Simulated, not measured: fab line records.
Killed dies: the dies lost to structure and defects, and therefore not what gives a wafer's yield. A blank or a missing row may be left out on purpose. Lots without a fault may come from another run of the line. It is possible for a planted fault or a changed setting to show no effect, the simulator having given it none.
Lot-split experiment ; flow n5 finfet ; 39 wafers read from 7 lots, route of 1938 steps

THE SPLIT
At N5_FIN_SAQP_HM_DEP_03 (deposits SiNx from SiH4/NH3/N2, target thk 38 nm, time 33.6 s), the setting time s was moved away from the recipe's 33.6 s on 9 of the 39 wafers read, by -37.7% to +56.8%. The other wafers ran this setting at the recipe's value.

FROM THE SPLIT TO THE READING: what the file shows between them, 12 steps
- N5_FIN_SAQP_THK_MEAS_05
- N5_FIN_SAQP_SPACER1_ALD_24: deposits SiO2, target thk 20.3 nm, pulse time 1 s, purge time 2 s (also split here: ald cycles)
- N5_FIN_SAQP_SPACER1_ETCHBACK_25: etches SiO2 in CHF3/O2, target depth 24.4 nm, time 12.2 s
- N5_FIN_SAQP_MANDREL1_REMOVE_56: chemistry HBr/Cl2/O2, target a-Si, stops on SiNx, bt time 10 s
- N5_FIN_SAQP_CD_MEAS_27: target cd 20 nm
- N5_FIN_SAQP_ETCH_57: etches SiNx in CH3F/O2, target depth 32.5 nm, time 46.4 s
- N5_FIN_SAQP_ETCH_65: etches SiO2 in CF4, target depth 4 nm, time 4.4 s
- N5_FIN_SAQP_MANDREL2_REMOVE_60: chemistry HBr/Cl2/O2, target a-Si, stops on SiNx, bt time 10 s
- N5_FIN_SAQP_HM_OPEN_33: chemistry CH3F/O2, target SiNx, target depth 49.4 nm, time 70.6 s
- N5_FIN_SAQP_ETCH_34: etches SiO2 in C4F6/O2, target depth 45 nm, time 15 s
- N5_FIN_SAQP_STRIP_77: strips in N2/H2, time 90 s
- N5_FIN_SAQP_PRECLEAN_38: cleans in O3/DIW, time 45 s

THE READING
SiNx_of_FIN_SAQP_HM_DEP_03.thk nm (the simulator's own value, which no gauge read), in nm, at N5_FIN_SAQP_PRECLEAN_45 (cleans in dHF, time 10 s). There is no usual value for it anywhere in the file. The 30 wafers here that ran the recipe average 20.9 nm, standard deviation 0.44 nm.

wafer;tool, chamber at the split;time s as run, s;against the recipe;SiNx_of_FIN_SAQP_HM_DEP_03.thk nm, nm;against lot-mates on the recipe
L074.1;pecvd-04, 1;33.6;recipe;20.6;-
L074.6;pecvd-04, 2;33.6;recipe;20.6;-
L074.2;pecvd-04, 2;20.94;-37.7%;5.8;-14.9
L074.3;pecvd-04, 0;33.6;recipe;20.8;-
L074.4;pecvd-04, 1;20.94;-37.7%;7.2;-13.5
L074.5;pecvd-04, 0;20.94;-37.7%;7.4;-13.3
L078.1;pecvd-02, 2;52.68;+56.8%;42.4;+21.3
L078.2;pecvd-02, 1;52.68;+56.8%;42.4;+21.3
L078.3;pecvd-02, 0;33.6;recipe;20.4;-
L078.4;pecvd-02, 1;52.68;+56.8%;43.2;+22.1
L078.5;pecvd-02, 0;33.6;recipe;21.2;-
L078.6;pecvd-02, 2;33.6;recipe;21.6;-
L083.1;pecvd-02, 1;33.6;recipe;21;-
L083.5;pecvd-02, 0;33.6;recipe;21;-
L083.2;pecvd-02, 2;33.6;recipe;21.4;-
L083.3;pecvd-02, 0;33.6;recipe;20.8;-
L083.4;pecvd-02, 1;33.6;recipe;21.6;-
L083.6;pecvd-02, 2;33.6;recipe;21.6;-
L087.1;pecvd-03, 1;33.6;recipe;20.6;-
L087.2;pecvd-03, 2;33.6;recipe;20;-
L087.3;pecvd-03, 0;33.6;recipe;20.4;-
L087.4;pecvd-03, 2;33.6;recipe;20.8;-
L087.5;pecvd-03, 0;33.6;recipe;21.4;-
L087.6;pecvd-03, 1;33.6;recipe;21.2;-
L088.1;pecvd-02, 1;33.6;recipe;20.6;-
L088.2;pecvd-02, 0;33.6;recipe;20.6;-
L088.3;pecvd-02, 2;33.6;recipe;20.8;-
L088.4;pecvd-02, 1;33.6;recipe;20.8;-
L088.6;pecvd-02, 2;33.6;recipe;20.8;-
L088.5;pecvd-02, 0;33.6;recipe;21;-
L090.1;pecvd-03, 2;33.6;recipe;20.6;-
L090.2;pecvd-03, 1;33.6;recipe;20.2;-
L090.3;pecvd-03, 0;22.56;-32.9%;8.8;-12.1
L090.4;pecvd-03, 1;22.56;-32.9%;8.8;-12.1
L090.5;pecvd-03, 0;33.6;recipe;21.8;-
L090.6;pecvd-03, 2;22.56;-32.9%;9;-11.9
L094.1;pecvd-04, 0;33.6;recipe;21.4;-
L094.6;pecvd-04, 1;33.6;recipe;21.4;-
L094.3;pecvd-04, 1;33.6;recipe;20.8;-

THE FIT
A straight line over all 39 wafers: SiNx_of_FIN_SAQP_HM_DEP_03.thk nm changes by +0.378 nm for each +1% of time s; r = +1.00; the points scatter about the line by 0.48 nm.
The same after taking each lot's own level away (the mean of its wafers on the recipe; 39 wafers): +0.375 nm for each +1%; r = +1.00; scatter 0.44 nm.
Per that fit: largest time s move, reading shift of 21 nm.
Measured against the standard deviation above, the lots' own levels, which go from 20.67 to 21.23 nm, span 1.3 times it.
Consequently the slope shifts little with the lot-to-lot level, the two slopes agreeing.
Check: +21.3 nm against its lot-mates is what the line predicts for one of the wafers moved furthest among these (+56.8%) when that wafer is left out of the fit. Against them it came out at +21.3 nm.

OTHER SPLITS ON THESE WAFERS
These wafers also went through other splits before the reading. Each is held against what the fit with the lots' levels taken away leaves over:
other split on the same wafers;wafers away from the commonest value;r with SiNx_of_FIN_SAQP_HM_DEP_03.thk nm (lot level and that fit taken away)
N5_FIN_SAQP_SPACER1_ALD_24 ald cycles;15;-0.11

THE WHOLE CHAIN: every reading that the file lists as answering this split, in the file's order
step;what it does;reading;change (the file's fit);r (the file's)
N5_FIN_SAQP_HM_DEP_03;deposits SiNx from SiH4/NH3/N2, target thk 38 nm, time 33.6 s;SiNx_of_FIN_SAQP_HM_DEP_03.thk nm (the simulator's own value, which no gauge read);+0.378 nm for each +1% of the setting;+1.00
N5_FIN_SAQP_THK_MEAS_05;;thk nm;withheld for each +1% of the setting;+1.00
N5_FIN_SAQP_HM_OPEN_33;chemistry CH3F/O2, target SiNx, target depth 49.4 nm, time 70.6 s;etch rf on time s;withheld for each +1% of the setting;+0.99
N5_FIN_SAQP_HM_OPEN_33;chemistry CH3F/O2, target SiNx, target depth 49.4 nm, time 70.6 s;etch.depth nm (the simulator's own value, which no gauge read);+0.378 nm for each +1% of the setting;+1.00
N5_FIN_SAQP_PRECLEAN_45;cleans in dHF, time 10 s;SiNx_of_FIN_SAQP_HM_DEP_03.thk nm (the simulator's own value, which no gauge read);+0.374 nm for each +1% of the setting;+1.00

THE FILE'S OWN FIT
SiNx_of_FIN_SAQP_HM_DEP_03.thk nm changes by +0.374 nm for each +1% of time s, r = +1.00.
